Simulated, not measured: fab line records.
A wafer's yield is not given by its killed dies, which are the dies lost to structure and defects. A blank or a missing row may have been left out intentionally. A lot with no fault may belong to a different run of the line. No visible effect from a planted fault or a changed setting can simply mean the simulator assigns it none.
fab line records	flow n5Finfet
record: lots: 6	wafers: 16	lastDay: 19
route steps=1938 shown DUMMY_REMOVAL@378 HKMG_FIN@385 BEOL_M4@1111 PASSIVATION@1936
lots untouched by any fault: they come from a run of this same line in which no faults occurred
startH: the number of hours between the record's first day and the start of the first shown wafer of the lot	waitH: how many hours have passed since the lot's step before this one	" the same as in the row above	L1.1+2: several wafers, shown together as one row	- no value, or no start given	* or withheld: withheld	< > ~ a bound
route shown NAME@n: a module of which the file shows steps, and the number in the route of the first	usual: the fault-free wafers' mean and standard deviation	same: alike in all rows	chamber/n: place in a boat	sites: the reading at each site	_std_site: standard deviation of those values	_edge_site: inner sites' mean taken away from outer sites' mean	radiusMm: how far each site lies from the wafer's centre	mask NAME#n: copy n	behind: tool/chamber where the wafer was last shaped	hold: why the lot went on hold/how many hours it stayed there/how the hold came to an end	device: which transistor (n, p or np) failed to switch	end of line: at the end of the route, the tests of the same wafers	a step with no rows: only its recipe	killed: the dies lost at the first sort to structure and to defects; this is not the yield of the wafer	map: shows each die of a wafer: x if killed, . if not, _ if none is there
set.NAME: the run value of the setting; set.NAME@STEP: its run value at that earlier step	model.NAME: the simulator's own value behind a step, which no gauge read
certain route steps with their lots: each step a table, each wafer a row
services: the hour from which a tool's chamber was out of use, counted from the record's first day as startH (under 0 if before that day), plus the number of hours and why
== steps ==
step: N5_DUMMY_REMOVAL_STRIP_10
recipe: chemistry: N2/H2	timeS: 40	powerW: 100	tempC: 40	pressureMtorr: 100	rfFrequencyHz: 6e+07	biasPowerW: 3	n2FlowSccm: 300	h2FlowSccm: 300
usual: drypumpMotorCurrentA: 5.74/0.28	oesProductAu: 0.78/0.066	rfVppV: 45.2/0.88	showerheadPlenumPTorr: 3.35/0.1	throttleValvePct: 12.19/0.27
lot.wafer	tool	chamber	startH	waitH	drypumpMotorCurrentA	oesProductAu	rfHoursCounterH	rfVppV	showerheadPlenumPTorr	throttleValvePct
L209.1	rieDiel-05	3	100.19	0.0	5.77	0.87	62	43.6	3.30	11.79
L209.4	"	2	"	"	5.66	0.73	209	44.2	3.34	12.57
L209.5	"	0	"	"	5.80	0.74	-	45.6	3.35	12.25
L210.4	rieDiel-05	0	106.30	0.0	5.75	0.76	162	45.2	3.35	12.27
L210.5	"	3	"	"	5.78	0.86	-	43.4	3.30	11.79
L210.6	"	0	"	"	5.79	0.74	-	45.2	3.35	12.24
L213.3	rieDiel-05	3	118.35	0.0	5.78	0.84	67	45.0	3.30	11.80
L213.4	"	0	"	"	5.80	0.75	166	43.7	3.35	12.25
L213.6	"	3	"	"	5.79	0.85	-	43.8	3.30	11.79
L217.3	rieDiel-01	3	143.74	0.0	5.84	0.67	255	45.7	3.42	12.20
L217.5	"	0	"	"	5.67	0.84	-	45.0	3.29	11.77
L217.6	"	1	"	"	6.13	0.85	-	44.7	3.44	12.19
L218.2	rieDiel-01	3	150.81	0.0	5.85	0.68	256	45.4	3.42	12.22
L218.3	"	0	"	"	5.66	0.84	57	45.3	3.29	11.77
L228.2	rieDiel-05	2	210.15	0.0	5.68	0.70	239	44.5	3.32	12.62
L228.6	"	2	"	"	5.66	0.70	-	43.4	3.32	12.62
step: N5_DUMMY_REMOVAL_PRECLEAN_07
recipe: chemistry: dHF	timeS: 30	tempC: 25	dilution: withheld
step: N5_DUMMY_REMOVAL_DUMMY_REMOVE_02
recipe: chemistry: TMAH	tempC: 70	target: poly-Si	stopOn: SiO2	targetDepthNm: 142	concWtPct: 5	timeS: 57	dry: ipaMarangoni	rinseTimeS: 30	rinseTempC: 23
step: N5_DUMMY_REMOVAL_INSPECT_06
recipe: inspectInstrument: brightfield	mode: aei
usual: rawDefectCount: 11/5.6
lot.wafer	tool	chamber	startH	waitH	rawDefectCount
L209.1	defectInspect-01	-	100.36	0.0	12
L209.4	"	-	"	"	9
L209.5	"	-	"	"	12
L210.4	defectInspect-02	-	106.46	0.0	17
L210.5	"	-	"	"	3
L210.6	"	-	"	"	9
L213.3	defectInspect-01	-	118.51	0.0	13
L213.4	"	-	"	"	7
L213.6	"	-	"	"	20
L217.3	defectInspect-01	-	143.90	0.0	8
L217.5	"	-	"	"	9
L217.6	"	-	"	"	16
L218.2	defectInspect-02	-	150.98	0.0	9
L218.3	"	-	"	"	8
L228.2	defectInspect-02	-	210.31	0.0	4
L228.6	"	-	"	"	10
step: N5_DUMMY_REMOVAL_PRECLEAN_08
recipe: chemistry: NF3:NH3	afsCycles: 2	tempC: 30	timeS: 20	sublimationTempC: 180	sublimationTimeS: 60	pressureTorr: 3	rfPowerW: 30
step: N5_DUMMY_REMOVAL_PRECLEAN_04
recipe: chemistry: DHF	timeS: 37	tempC: 25	dilution: 500:1
step: N5_DUMMY_REMOVAL_SRD_05
recipe: dry: ipaMarangoni	doPpb: 5	timeS: 30	tempC: 23	rinseLiquid: diw
step: N5_HKMG_FIN_IL_REGROW_00
recipe: material: SiO2	targetThkA: 7.5	chemistry: O3	tempC: withheld	timeS: 30
step: N5_HKMG_FIN_HK_ALD_01
recipe: material: HfO2	targetThkA: 16	tempC: withheld	aldPrecursorFamily: HfCl4	aldCoReactant: H2O	pulseTimeS: 3	purgeTimeS: 3	coReactantPurgeTimeS: 2.5	coReactantPulseTimeS: 0.3	aldCycles: 30
usual: precursorPulseHeightRel: 0.999/0.02
same: aldCycles: 30
lot.wafer	tool	chamber	startH	waitH	precursorPulseHeightRel
L209.1	aldHk-03	1	100.72	0.0	1.002
L209.4	"	0	"	"	1.011
L209.5	"	1	"	"	1.013
L210.4	aldHk-02	2	106.81	0.0	1.027
L210.5	"	1	"	"	1.033
L210.6	"	2	"	"	1.017
L213.3	aldHk-02	2	118.87	0.0	0.998
L213.4	"	1	"	"	1.024
L213.6	"	1	"	"	0.995
L217.3	aldHk-02	0	144.31	0.1	0.998
L217.5	"	3	"	"	0.997
L217.6	"	0	"	"	0.988
L218.2	aldHk-03	3	151.34	0.0	0.999
L218.3	"	1	"	"	1.033
L228.2	aldHk-01	2	210.67	0.0	1.036
L228.6	"	3	"	"	1.033
step: N5_HKMG_FIN_HK_ANNEAL_02
recipe: tempC: 700	timeS: 30	ambient: N2	idleTempC: 600	rampUpCPerS: 150	rampDownCPerS: 60	coolToC: 600
usual: lampPowerPct: 8.79/0.052	wafer_temp_C_max: 703.1/0.69
lot.wafer	tool	chamber	startH	waitH	lampPowerPct	wafer_temp_C_max
L209.1	rtpAnneal-01	0	100.90	0.1	8.77	703.8
L209.4	"	0	"	"	8.80	702.7
L209.5	"	0	"	"	8.84	702.5
L210.4	rtpAnneal-02	0	107.09	0.2	8.82	702.3
L210.5	"	0	"	"	8.81	703.7
L210.6	"	0	"	"	8.85	702.7
L213.3	rtpAnneal-01	0	119.12	0.2	8.86	702.4
L213.4	"	0	"	"	8.78	703.5
L213.6	"	0	"	"	8.82	703.1
L217.3	rtpAnneal-02	0	144.71	0.2	8.85	702.7
L217.5	"	0	"	"	8.73	704.1
L217.6	"	0	"	"	8.81	703.6
L218.2	rtpAnneal-01	0	151.56	0.1	8.82	702.7
L218.3	"	0	"	"	8.81	703.7
L228.2	rtpAnneal-02	0	211.10	0.4	8.77	702.7
L228.6	"	0	"	"	8.77	702.0
step: N5_HKMG_FIN_ALD_74
recipe: material: La2O3	targetThkA: 5	tempC: 250	aldPrecursorFamily: La-Cp	aldCoReactant: O3	pulseTimeS: 6	coReactantPulseTimeS: 1	purgeTimeS: 3	coReactantPurgeTimeS: 3
usual: heaterPowerW: 352/53	precursorPulseHeightRel: 1.001/0.021
lot.wafer	tool	chamber	startH	waitH	heaterPowerW	precursorPulseHeightRel
L209.1	aldHk-02	0	101.12	0.2	357	0.990
L209.4	"	1	"	"	351	1.014
L209.5	"	2	"	"	307	1.017
L210.4	aldHk-01	3	107.22	0.1	360	0.969
L210.5	"	0	"	"	348	1.035
L210.6	"	3	"	"	366	1.013
L213.3	aldHk-01	0	119.27	0.1	351	0.985
L213.4	"	3	"	"	362	1.019
L213.6	"	1	"	"	314	1.001
L217.3	aldHk-01	2	144.86	0.1	321	1.011
L217.5	"	2	"	"	322	1.036
L217.6	"	3	"	"	363	1.005
L218.2	aldHk-02	0	151.74	0.2	345	1.001
L218.3	"	3	"	"	314	1.018
L228.2	aldHk-03	3	211.28	0.2	473	0.988
L228.6	"	3	"	"	465	1.016
step: N5_HKMG_FIN_ALD_75
recipe: material: Al2O3	targetThkA: 10	tempC: 150	aldPrecursorFamily: TMA	aldCoReactant: H2O	pulseTimeS: withheld	coReactantPulseTimeS: 1
usual: heaterPowerW: 152/23	precursorPulseHeightRel: 0.998/0.019
lot.wafer	tool	chamber	startH	waitH	heaterPowerW	precursorPulseHeightRel
L209.1	aldHk-02	0	101.19	0.0	145	1.020
L209.4	"	1	"	"	148	1.001
L209.5	"	2	"	"	135	1.002
L210.4	aldHk-01	3	107.29	0.0	162	0.987
L210.5	"	0	"	"	150	1.006
L210.6	"	3	"	"	164	0.965
L213.3	aldHk-01	0	119.35	0.0	148	1.003
L213.4	"	3	"	"	161	1.055
L213.6	"	1	"	"	139	0.994
L217.3	aldHk-01	2	144.94	0.0	143	0.996
L217.5	"	2	"	"	137	0.990
L217.6	"	3	"	"	159	1.008
L218.2	aldHk-02	0	151.89	0.1	148	1.001
L218.3	"	3	"	"	136	0.985
L228.2	aldHk-03	3	211.36	0.0	205	0.975
L228.6	"	3	"	"	212	1.029
step: N5_HKMG_FIN_COAT_41
recipe: resist: SOC	tempC: 250	timeS: 60	spinRpm: 1500	resistThkNm: 300
usual: heaterPowerTotalW: 500.2/1.8	plateTempC: 250.02/0.16
lot.wafer	tool	chamber	startH	waitH	heaterPowerTotalW	plateTempC
L209.1	lithoTrack-02	0	101.29	-	499.4	249.85
L209.4	"	0	"	"	499.2	250.00
L209.5	"	0	"	"	502.1	250.08
L210.4	lithoTrack-02	0	107.39	-	825.2	264.77
L210.5	"	0	"	"	826.4	264.45
L210.6	"	0	"	"	826.4	264.86
L213.3	lithoTrack-02	0	119.45	-	826.5	264.54
L213.4	"	0	"	"	823.7	264.52
L213.6	"	0	"	"	824.6	264.65
L217.3	lithoTrack-04	0	145.04	-	497.4	250.16
L217.5	"	0	"	"	499.6	250.00
L217.6	"	0	"	"	501.3	249.92
L218.2	lithoTrack-01	0	152.07	-	502.3	249.68
L218.3	"	0	"	"	500.8	249.85
L228.2	lithoTrack-01	0	211.46	-	498.3	249.80
L228.6	"	0	"	"	499.4	249.91
step: N5_HKMG_FIN_COAT_42
recipe: resist: SiARC	tempC: 220	timeS: 60	spinRpm: 1500	resistThkNm: 35
step: N5_BEOL_M4_RC_MEAS_101
usual: DIBL_N: 36.4/2.2	DIBL_P: 36.3/2.5	IOFF_N: 0.17/0.052	IOFF_P: 0.23/0.049	ION_N: 674/17	ION_P: 464/11	SS_N: 71.7/0.98	SS_P: 73.3/0.84	VT_N: 250/4	VT_P: -249/3.8
lot.wafer	tool	chamber	startH	waitH	DIBL_N[mV/V]	DIBL_P[mV/V]	IOFF_N[nA/um]	IOFF_P[nA/um]	ION_N[uA/um]	ION_P[uA/um]	SS_N[mV/dec]	SS_P[mV/dec]	VT_N[mV]	VT_P[mV]
L209.1	prober-01	0	233.16	0.0	37.4	37.8	0.19	0.29	702	488	71.6	74.1	246	-241
L209.4	"	0	"	"	36.0	36.3	0.18	0.27	684	475	71.2	73.3	244	-242
L209.5	"	0	"	"	35.0	33.9	0.15	0.22	674	473	70.8	72.2	249	-242
L210.4	prober-01	0	257.26	0.5	40.3	39.7	0.26	0.33	699	481	72.8	74.5	240	-241
L210.5	"	0	"	"	36.3	34.7	0.15	0.22	680	467	71.4	73.6	251	-247
L210.6	"	0	"	"	33.4	32.1	0.11	0.19	649	457	71.4	72.6	256	-249
L213.3	prober-01	0	259.48	0.3	36.0	36.1	0.16	0.20	657	451	72.4	73.3	253	-253
L213.4	"	0	"	"	39.6	40.9	0.24	0.30	676	464	73.6	74.6	248	-246
L213.6	"	0	"	"	37.6	39.2	0.21	0.27	695	474	73.0	74.0	246	-244
L217.3	prober-02	0	276.45	0.3	34.3	34.3	0.13	0.21	677	478	70.8	73.3	253	-248
L217.5	"	0	"	"	36.6	33.8	0.19	0.20	635	443	74.6	73.0	253	-249
L217.6	"	0	"	"	35.9	35.9	0.16	0.24	686	477	71.4	72.9	251	-248
L218.2	prober-02	0	284.57	0.2	37.7	36.5	0.17	0.21	684	467	71.8	73.5	249	-250
L218.3	"	0	"	"	40.9	40.0	0.26	0.29	668	453	72.9	74.3	242	-246
L228.2	prober-01	0	349.62	0.9	37.3	37.8	0.17	0.24	683	472	71.9	73.3	250	-249
L228.6	"	0	"	"	33.2	32.8	0.11	0.17	648	457	71.4	71.8	254	-253
step: N5_PASSIVATION_PROBE_49
usual: defectLimitedYield: 91.2/1.4	killed_at_M0_to_M3: 34/9.3	killed_at_M4_up: 14/5.9	killedAtContacts: 14/5.7	killedAtFrontEnd: 38/10	killedAtOther: 4/3.2	killedDies: 104/17	killedOpen: 67/13	killedShort: 33/6.9	sort_bin_5_function: 5.2/1	sort_bin_6_memory: 3.3/0.61	sort_bin_8_speed: 0.3/1.8	sortNPass: 1069/52	sortYieldPct: 91/4.4
same: grossDies: 1180	killedAtBackSide: 0	sort_bin_4_leakage[%]: 0
lot.wafer	tool	chamber	startH	waitH	defectLimitedYield[%]	killed_at_M0_to_M3	killed_at_M4_up	killedAtContacts	killedAtFrontEnd	killedAtOther	killedDies	killedOpen	killedShort	sort_bin_5_function[%]	sort_bin_6_memory[%]	sort_bin_8_speed[%]	sortNPass	sortYieldPct[%]
L209.1	prober-01	-	332.15	0.0	91.0	40	11	13	42	0	106	62	36	4.8	3.4	0	1074	91
L209.4	prober-01	-	332.30	0.2	92.5	36	10	17	25	1	89	57	29	4.4	2.9	0	1091	92
L209.5	prober-01	-	332.35	0.2	92.5	26	18	14	28	3	89	51	33	4.6	2.7	0	1091	92
L213.4	prober-01	-	372.10	0.2	89.2	40	20	6	57	5	128	76	29	6.6	4.0	0	1052	89
L217.3	prober-01	-	380.80	0.1	89.7	41	9	24	39	8	121	75	37	7.0	3.1	0	1059	90
L217.5	prober-01	-	380.90	0.2	91.8	37	6	17	33	4	97	55	37	4.9	3.0	2.3	1056	89
L217.6	prober-01	-	380.95	0.3	89.7	51	6	24	36	5	122	87	30	6.8	3.2	0	1058	90
L228.2	prober-01	-	461.59	0.7	90.0	43	14	13	41	7	118	81	37	6.3	3.5	0	1062	90
L228.6	prober-01	-	461.79	0.9	90.8	53	12	5	37	2	109	70	33	5.8	3.0	0	1071	91
killed by level:class
L209.1 STI_FIN_REVEAL:geometricParticle:open=15 BEOL_M0_SAQP:geometricParticle:open=10 MOL_CONTACT_COAG:geometricParticle:open=8 STI_FIN_REVEAL:geometricParticle:short=5 BEOL_M0_SAQP:geometricParticle:short=5 BEOL_M3:geometricParticle:open=5 FIN_SAQP:geometricParticle:short=4 ILD0:geometricParticle:short=4
L209.4 MOL_CONTACT_COAG:geometricParticle:open=14 STI_FIN_REVEAL:geometricParticle:open=6 BEOL_M2:geometricParticle:open=6 BEOL_M3:geometricParticle:open=6 STARTING-WAFER:geometricParticle:short=6 BEOL_M0_SAQP:geometricParticle:open=5 BEOL_M3:geometricParticle:short=5 DUMMY_GATE:geometricParticle:open=4
L209.5 MOL_CONTACT_COAG:geometricParticle:open=11 STI_FIN_REVEAL:geometricParticle:open=6 BEOL_M6:geometricParticle:open=6 BEOL_M0_SAQP:geometricParticle:short=5 GATE_CUT:geometricParticle:short=4 BEOL_M5:geometricParticle:open=4 BEOL_M0_SAQP:geometricParticle:open=4 BEOL_M1:geometricParticle:short=4
L213.4 SD_EPI_N:areaEtch=18 BEOL_M0_SAQP:geometricParticle:open=13 BEOL_M0_SAQP:geometricParticle:short=11 DUMMY_GATE:geometricParticle:open=10 FIN_SAQP:geometricParticle:open=9 BEOL_M1:geometricParticle:open=6 STI_FIN_REVEAL:geometricParticle:open=5 BEOL_M7:geometricParticle:open=5
L217.3 MOL_CONTACT_COAG:geometricParticle:open=19 BEOL_M3:geometricParticle:open=14 STI_FIN_REVEAL:geometricParticle:open=7 FIN_SAQP:geometricParticle:open=6 GATE_CUT:geometricParticle:short=6 BEOL_M1:geometricParticle:open=6 BEOL_M2:geometricParticle:open=6 BEOL_M3:geometricParticle:short=6
L217.5 MOL_CONTACT_COAG:geometricParticle:open=13 FIN_SAQP:geometricParticle:short=8 BEOL_M2:geometricParticle:open=8 BEOL_M0_SAQP:geometricParticle:short=7 BEOL_M3:geometricParticle:open=6 FIN_SAQP:geometricParticle:open=4 DUMMY_GATE:geometricParticle:open=4 BEOL_M6:geometricParticle:open=4
L217.6 MOL_CONTACT_COAG:geometricParticle:open=20 BEOL_M3:geometricParticle:open=13 BEOL_M1:geometricParticle:open=11 DUMMY_GATE:geometricParticle:open=8 FIN_SAQP:geometricParticle:open=7 BEOL_M0_SAQP:geometricParticle:short=7 STI_FIN_REVEAL:geometricParticle:open=6 BEOL_M2:geometricParticle:open=6
L228.2 FIN_SAQP:geometricParticle:open=16 BEOL_M3:geometricParticle:open=13 MOL_CONTACT_COAG:geometricParticle:open=9 BEOL_M0_SAQP:geometricParticle:open=9 BEOL_M0_SAQP:geometricParticle:short=8 FIN_SAQP:geometricParticle:short=6 BEOL_M2:geometricParticle:open=5 STI_FIN_REVEAL:geometricParticle:open=4
L228.6 BEOL_M3:geometricParticle:open=16 BEOL_M0_SAQP:geometricParticle:open=14 BEOL_M0_SAQP:geometricParticle:short=11 BEOL_M4:geometricParticle:open=7 MOL_CONTACT_COAG:geometricParticle:open=5 FIN_SAQP:geometricParticle:short=4 FIN_SAQP:geometricParticle:open=4 ILD0:geometricParticle:short=4
== services ==
tool	chamber	startH	hours	kind
rieDiel-05	2	86.52	6.5	repair
aldHk-01	-	104.28	2.8	pm
aldHk-02	-	109.38	8.7	pm
lithoTrack-02	-	115.96	-	consumableReplace:filter
rtpAnneal-02	-	120.30	3.9	pm
rieDiel-01	2	137.63	13.2	repair
rieDiel-01	3	145.39	3.7	repair
aldHk-02	-	150.67	0.5	repair
rieDiel-01	3	150.88	-	clean
rieDiel-01	3	150.88	-	consumableReplace:focusRing
rieDiel-01	3	150.88	19.4	scheduledDown
rieDiel-01	3	150.88	19.4	ventCycle
aldHk-01	-	158.97	2.2	repair
rieDiel-05	3	162.96	6.1	repair
rieDiel-05	2	176.92	13.9	repair
rieDiel-01	3	191.61	6.5	repair
== key ==
firstSign: step: N5_HKMG_FIN_COAT_41	reading: heaterPowerTotalW	direction: up	sigmas: 99+	usual: *	struck: *
effect: step: N5_HKMG_FIN_COAT_41	reading: plateTempC	direction: up	sigmas: 92	usual: *	struck: *
metAt N5_HKMG_FIN_COAT_41
struckWafers L210.4,L210.5,L210.6,L213.3,L213.4,L213.6
baselineLoss: step: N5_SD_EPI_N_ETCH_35	wafers: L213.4
onsetBetween 101.29 107.39
fault: kind: processParameterDrift	tool: lithoTrack-02	chamber: -	onsetH: 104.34	steps: N5_HKMG_FIN_COAT_41	channel: tempC	offset: *	shape: step	endH: 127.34	actsIn: *	stated: *
baselineLoss: these wafers lose ten dies or more at that step, a loss of the line's own and not of a fault; the sort's usual values leave them out
